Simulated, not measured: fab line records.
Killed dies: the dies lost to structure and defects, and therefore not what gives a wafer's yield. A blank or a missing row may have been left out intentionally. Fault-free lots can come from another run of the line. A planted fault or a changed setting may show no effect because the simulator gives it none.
The tool behind it: which one? || flow n5 finfet || Sampling: 24 lots, 72 wafers, 3 of 1938 route steps

== WHAT THE GAUGES READ, wafer by wafer ==
N5_BEOL_M3_THK_MEAS_01. Usual: M3_ILD_THK 78.4 nm, standard deviation 0.98.
{"lot": "L074", "measured": "day 6 18:29", "on": "film metro-02", "M3_ILD_THK (nm)": "77.7 77.9 79.1", "flag": ""}
{"lot": "L075", "measured": "day 7 06:12", "on": "film metro-02", "M3_ILD_THK (nm)": "77.1 78.1 77.9", "flag": ""}
{"lot": "L077", "measured": "day 7 09:49", "on": "film metro-01", "M3_ILD_THK (nm)": "77.2 78.9 79.9", "flag": ""}
{"lot": "L076", "measured": "day 7 13:01", "on": "film metro-02", "M3_ILD_THK (nm)": "77.5 78.4 79.6", "flag": ""}
{"lot": "L078", "measured": "day 8 04:32", "on": "film metro-01", "M3_ILD_THK (nm)": "77.5 78.9 79.4", "flag": ""}
{"lot": "L079", "measured": "day 8 07:16", "on": "film metro-02", "M3_ILD_THK (nm)": "79.0 80.4 80.0", "flag": ""}
{"lot": "L081", "measured": "day 8 22:17", "on": "film metro-02", "M3_ILD_THK (nm)": "78.3 79.3 79.2", "flag": ""}
{"lot": "L082", "measured": "day 9 04:46", "on": "film metro-01", "M3_ILD_THK (nm)": "78.3 78.8 78.4", "flag": ""}
{"lot": "L080", "measured": "day 9 04:59", "on": "film metro-01", "M3_ILD_THK (nm)": "79.9 78.9 78.9", "flag": ""}
{"lot": "L083", "measured": "day 9 11:20", "on": "film metro-01", "M3_ILD_THK (nm)": "77.7 79.0 79.1", "flag": ""}
{"lot": "L084", "measured": "day 9 14:05", "on": "film metro-02", "M3_ILD_THK (nm)": "77.8 78.3 78.9", "flag": ""}
{"lot": "L085", "measured": "day 9 15:34", "on": "film metro-01", "M3_ILD_THK (nm)": "78.2 79.5 78.8", "flag": ""}
{"lot": "L086", "measured": "day 9 19:50", "on": "film metro-02", "M3_ILD_THK (nm)": "78.3 78.0 79.0", "flag": ""}
{"lot": "L087", "measured": "day 10 02:39", "on": "film metro-02", "M3_ILD_THK (nm)": "78.8 77.1 79.4", "flag": ""}
{"lot": "L088", "measured": "day 10 06:49", "on": "film metro-01", "M3_ILD_THK (nm)": "77.9 78.7 80.1", "flag": ""}
{"lot": "L089", "measured": "day 10 13:46", "on": "film metro-01", "M3_ILD_THK (nm)": "78.8 78.7 78.6", "flag": ""}
{"lot": "L090", "measured": "day 11 01:08", "on": "film metro-02", "M3_ILD_THK (nm)": "78.5 77.2 77.4", "flag": ""}
{"lot": "L092", "measured": "day 11 07:42", "on": "film metro-01", "M3_ILD_THK (nm)": "78.6 78.1 77.9", "flag": ""}
{"lot": "L091", "measured": "day 11 16:25", "on": "film metro-01", "M3_ILD_THK (nm)": "77.6 78.3 78.5", "flag": ""}
{"lot": "L093", "measured": "day 11 17:59", "on": "film metro-01", "M3_ILD_THK (nm)": "76.8 77.9 76.6", "flag": ""}
{"lot": "L094", "measured": "day 12 02:46", "on": "film metro-01", "M3_ILD_THK (nm)": "78.4 79.7 79.2", "flag": ""}
{"lot": "L095", "measured": "day 12 16:46", "on": "film metro-02", "M3_ILD_THK (nm)": "78.6 78.3 79.8", "flag": ""}
{"lot": "L096", "measured": "day 12 18:58", "on": "film metro-01", "M3_ILD_THK (nm)": "78.5 79.3 78.1", "flag": ""}
{"lot": "L097", "measured": "day 13 04:13", "on": "film metro-01", "M3_ILD_THK (nm)": "76.2 76.3 76.3", "flag": ""}

== EACH LOT AND THE TOOL THAT RAN IT (in order: tool; ch and the chambers of the sampled wafers; start) ==
{"lot": "L074", "N5_BEOL_M2_ANNEAL_89": "pvd sputter-03, day 6 16:30", "N5_BEOL_M2_SPUTTER_96": "pvd sputter-03, day 6 17:18"}
{"lot": "L075", "N5_BEOL_M2_ANNEAL_89": "pvd sputter-02, day 7 04:13", "N5_BEOL_M2_SPUTTER_96": "pvd sputter-02, day 7 05:01"}
{"lot": "L077", "N5_BEOL_M2_ANNEAL_89": "pvd sputter-03, day 7 07:50", "N5_BEOL_M2_SPUTTER_96": "pvd sputter-03, day 7 08:38"}
{"lot": "L076", "N5_BEOL_M2_ANNEAL_89": "pvd sputter-03, day 7 11:02", "N5_BEOL_M2_SPUTTER_96": "pvd sputter-03, day 7 11:50"}
{"lot": "L078", "N5_BEOL_M2_ANNEAL_89": "pvd sputter-03, day 8 02:32", "N5_BEOL_M2_SPUTTER_96": "pvd sputter-03, day 8 03:20"}
{"lot": "L079", "N5_BEOL_M2_ANNEAL_89": "pvd sputter-01, day 8 05:13", "N5_BEOL_M2_SPUTTER_96": "pvd sputter-01, day 8 06:01"}
{"lot": "L081", "N5_BEOL_M2_ANNEAL_89": "pvd sputter-02, day 8 20:18", "N5_BEOL_M2_SPUTTER_96": "pvd sputter-02, day 8 21:06"}
{"lot": "L082", "N5_BEOL_M2_ANNEAL_89": "pvd sputter-01, day 9 02:37", "N5_BEOL_M2_SPUTTER_96": "pvd sputter-01, day 9 03:25"}
{"lot": "L080", "N5_BEOL_M2_ANNEAL_89": "pvd sputter-02, day 9 02:44", "N5_BEOL_M2_SPUTTER_96": "pvd sputter-02, day 9 03:32"}
{"lot": "L083", "N5_BEOL_M2_ANNEAL_89": "pvd sputter-02, day 9 09:07", "N5_BEOL_M2_SPUTTER_96": "pvd sputter-02, day 9 09:55"}
{"lot": "L084", "N5_BEOL_M2_ANNEAL_89": "pvd sputter-03, day 9 12:02", "N5_BEOL_M2_SPUTTER_96": "pvd sputter-03, day 9 12:50"}
{"lot": "L085", "N5_BEOL_M2_ANNEAL_89": "pvd sputter-01, day 9 13:35", "N5_BEOL_M2_SPUTTER_96": "pvd sputter-01, day 9 14:23"}
{"lot": "L086", "N5_BEOL_M2_ANNEAL_89": "pvd sputter-02, day 9 17:49", "N5_BEOL_M2_SPUTTER_96": "pvd sputter-02, day 9 18:37"}
{"lot": "L087", "N5_BEOL_M2_ANNEAL_89": "pvd sputter-03, day 10 00:36", "N5_BEOL_M2_SPUTTER_96": "pvd sputter-03, day 10 01:24"}
{"lot": "L088", "N5_BEOL_M2_ANNEAL_89": "pvd sputter-01, day 10 04:50", "N5_BEOL_M2_SPUTTER_96": "pvd sputter-01, day 10 05:38"}
{"lot": "L089", "N5_BEOL_M2_ANNEAL_89": "pvd sputter-02, day 10 11:44", "N5_BEOL_M2_SPUTTER_96": "pvd sputter-02, day 10 12:32"}
{"lot": "L090", "N5_BEOL_M2_ANNEAL_89": "pvd sputter-01, day 10 23:09", "N5_BEOL_M2_SPUTTER_96": "pvd sputter-01, day 10 23:57"}
{"lot": "L092", "N5_BEOL_M2_ANNEAL_89": "pvd sputter-01, day 11 05:27", "N5_BEOL_M2_SPUTTER_96": "pvd sputter-01, day 11 06:15"}
{"lot": "L091", "N5_BEOL_M2_ANNEAL_89": "pvd sputter-03, day 11 14:26", "N5_BEOL_M2_SPUTTER_96": "pvd sputter-03, day 11 15:14"}
{"lot": "L093", "N5_BEOL_M2_ANNEAL_89": "pvd sputter-02, day 11 15:57", "N5_BEOL_M2_SPUTTER_96": "pvd sputter-02, day 11 16:45"}
{"lot": "L094", "N5_BEOL_M2_ANNEAL_89": "pvd sputter-01, day 12 00:46", "N5_BEOL_M2_SPUTTER_96": "pvd sputter-01, day 12 01:34"}
{"lot": "L095", "N5_BEOL_M2_ANNEAL_89": "pvd sputter-03, day 12 14:44", "N5_BEOL_M2_SPUTTER_96": "pvd sputter-03, day 12 15:32"}
{"lot": "L096", "N5_BEOL_M2_ANNEAL_89": "pvd sputter-03, day 12 16:50", "N5_BEOL_M2_SPUTTER_96": "pvd sputter-03, day 12 17:38"}
{"lot": "L097", "N5_BEOL_M2_ANNEAL_89": "pvd sputter-02, day 13 02:14", "N5_BEOL_M2_SPUTTER_96": "pvd sputter-02, day 13 03:02"}
- N5_BEOL_M2_ANNEAL_89: time 240 s.
- N5_BEOL_M2_SPUTTER_96: material Cu, target thk 4.5 nm, time 8.29 s.

== AS READ BY THE TOOLS THEMSELVES (means over the sampled wafers that have a number; for cases with no such wafer, the mark the record gives instead) ==
N5_BEOL_M2_ANNEAL_89. Usual: heater power w 829 W, standard deviation 110; susceptor temp C 400.00 C, standard deviation 0.22.
{"lot": "L074", "tool": "pvd sputter-03", "heater power w (W)": 817, "susceptor temp C (C)": 400.21, "flag": ""}
{"lot": "L075", "tool": "pvd sputter-02", "heater power w (W)": 827, "susceptor temp C (C)": 400.12, "flag": ""}
{"lot": "L077", "tool": "pvd sputter-03", "heater power w (W)": 955, "susceptor temp C (C)": 399.89, "flag": ""}
{"lot": "L076", "tool": "pvd sputter-03", "heater power w (W)": 983, "susceptor temp C (C)": 400.10, "flag": ""}
{"lot": "L078", "tool": "pvd sputter-03", "heater power w (W)": 989, "susceptor temp C (C)": 399.86, "flag": ""}
{"lot": "L079", "tool": "pvd sputter-01", "heater power w (W)": 693, "susceptor temp C (C)": 400.02, "flag": ""}
{"lot": "L081", "tool": "pvd sputter-02", "heater power w (W)": 762, "susceptor temp C (C)": 400.06, "flag": ""}
{"lot": "L082", "tool": "pvd sputter-01", "heater power w (W)": 721, "susceptor temp C (C)": 399.80, "flag": ""}
{"lot": "L080", "tool": "pvd sputter-02", "heater power w (W)": 924, "susceptor temp C (C)": 400.04, "flag": ""}
{"lot": "L083", "tool": "pvd sputter-02", "heater power w (W)": 833, "susceptor temp C (C)": 400.01, "flag": ""}
{"lot": "L084", "tool": "pvd sputter-03", "heater power w (W)": 831, "susceptor temp C (C)": 400.00, "flag": ""}
{"lot": "L085", "tool": "pvd sputter-01", "heater power w (W)": 768, "susceptor temp C (C)": 400.06, "flag": ""}
{"lot": "L086", "tool": "pvd sputter-02", "heater power w (W)": 841, "susceptor temp C (C)": 399.97, "flag": ""}
{"lot": "L087", "tool": "pvd sputter-03", "heater power w (W)": 936, "susceptor temp C (C)": 400.11, "flag": ""}
{"lot": "L088", "tool": "pvd sputter-01", "heater power w (W)": 737, "susceptor temp C (C)": 400.00, "flag": ""}
{"lot": "L089", "tool": "pvd sputter-02", "heater power w (W)": 923, "susceptor temp C (C)": 399.71, "flag": ""}
{"lot": "L090", "tool": "pvd sputter-01", "heater power w (W)": 730, "susceptor temp C (C)": 400.12, "flag": ""}
{"lot": "L092", "tool": "pvd sputter-01", "heater power w (W)": 744, "susceptor temp C (C)": 399.83, "flag": ""}
{"lot": "L091", "tool": "pvd sputter-03", "heater power w (W)": 837, "susceptor temp C (C)": 400.10, "flag": ""}
{"lot": "L093", "tool": "pvd sputter-02", "heater power w (W)": 903, "susceptor temp C (C)": 400.17, "flag": ""}
{"lot": "L094", "tool": "pvd sputter-01", "heater power w (W)": 714, "susceptor temp C (C)": 399.94, "flag": ""}
{"lot": "L095", "tool": "pvd sputter-03", "heater power w (W)": 780, "susceptor temp C (C)": 400.03, "flag": ""}
{"lot": "L096", "tool": "pvd sputter-03", "heater power w (W)": 930, "susceptor temp C (C)": 400.10, "flag": ""}
{"lot": "L097", "tool": "pvd sputter-02", "heater power w (W)": 832, "susceptor temp C (C)": 400.05, "flag": ""}

N5_BEOL_M2_SPUTTER_96. Usual: susceptor temp C -20.00 C, standard deviation 0.11; throttle valve pct 30.4 %, standard deviation 1.
{"lot": "L074", "tool": "pvd sputter-03", "susceptor temp C (C)": -20.02, "throttle valve pct (%)": 29.8, "flag": ""}
{"lot": "L075", "tool": "pvd sputter-02", "susceptor temp C (C)": -19.97, "throttle valve pct (%)": 30.9, "flag": ""}
{"lot": "L077", "tool": "pvd sputter-03", "susceptor temp C (C)": -19.96, "throttle valve pct (%)": 29.8, "flag": ""}
{"lot": "L076", "tool": "pvd sputter-03", "susceptor temp C (C)": -19.91, "throttle valve pct (%)": 31.0, "flag": ""}
{"lot": "L078", "tool": "pvd sputter-03", "susceptor temp C (C)": -20.04, "throttle valve pct (%)": 30.8, "flag": ""}
{"lot": "L079", "tool": "pvd sputter-01", "susceptor temp C (C)": -19.99, "throttle valve pct (%)": 29.5, "flag": ""}
{"lot": "L081", "tool": "pvd sputter-02", "susceptor temp C (C)": -19.95, "throttle valve pct (%)": 31.4, "flag": ""}
{"lot": "L082", "tool": "pvd sputter-01", "susceptor temp C (C)": -20.03, "throttle valve pct (%)": 30.3, "flag": ""}
{"lot": "L080", "tool": "pvd sputter-02", "susceptor temp C (C)": -19.89, "throttle valve pct (%)": 30.2, "flag": ""}
{"lot": "L083", "tool": "pvd sputter-02", "susceptor temp C (C)": -20.01, "throttle valve pct (%)": 30.9, "flag": ""}
{"lot": "L084", "tool": "pvd sputter-03", "susceptor temp C (C)": -20.02, "throttle valve pct (%)": 30.4, "flag": ""}
{"lot": "L085", "tool": "pvd sputter-01", "susceptor temp C (C)": -20.05, "throttle valve pct (%)": 31.0, "flag": ""}
{"lot": "L086", "tool": "pvd sputter-02", "susceptor temp C (C)": -20.08, "throttle valve pct (%)": 30.8, "flag": ""}
{"lot": "L087", "tool": "pvd sputter-03", "susceptor temp C (C)": -19.95, "throttle valve pct (%)": 30.4, "flag": ""}
{"lot": "L088", "tool": "pvd sputter-01", "susceptor temp C (C)": -19.89, "throttle valve pct (%)": 29.8, "flag": ""}
{"lot": "L089", "tool": "pvd sputter-02", "susceptor temp C (C)": -20.05, "throttle valve pct (%)": 30.2, "flag": ""}
{"lot": "L090", "tool": "pvd sputter-01", "susceptor temp C (C)": -20.11, "throttle valve pct (%)": 29.8, "flag": ""}
{"lot": "L092", "tool": "pvd sputter-01", "susceptor temp C (C)": -19.96, "throttle valve pct (%)": 30.1, "flag": ""}
{"lot": "L091", "tool": "pvd sputter-03", "susceptor temp C (C)": -19.99, "throttle valve pct (%)": 29.8, "flag": ""}
{"lot": "L093", "tool": "pvd sputter-02", "susceptor temp C (C)": -20.02, "throttle valve pct (%)": 30.1, "flag": ""}
{"lot": "L094", "tool": "pvd sputter-01", "susceptor temp C (C)": -19.90, "throttle valve pct (%)": 29.8, "flag": ""}
{"lot": "L095", "tool": "pvd sputter-03", "susceptor temp C (C)": -20.04, "throttle valve pct (%)": 30.0, "flag": ""}
{"lot": "L096", "tool": "pvd sputter-03", "susceptor temp C (C)": -20.08, "throttle valve pct (%)": 29.7, "flag": ""}
{"lot": "L097", "tool": "pvd sputter-02", "susceptor temp C (C)": -19.95, "throttle valve pct (%)": 30.8, "flag": ""}

== THE ANSWER, worked out from the rows above alone ==
Rule: a lot is off if the mean of its wafers that have a number lies more than 3 standard deviations from the usual mean. A lot without any number at a reading at which 4 lots or more have one is off too. Where the step has rows for the other lots, those lots are counted as sound. After the gauges, taken in route order, come the tools' own readings; for these a lot's mean is taken, as printed above. At the first step where some lot is off, the reading lying furthest off is the one used; lots without a number count as furthest.
None of the lots is off at any reading shown; this tells nothing.

== WHAT THE SIMULATOR HAD PUT IN ==
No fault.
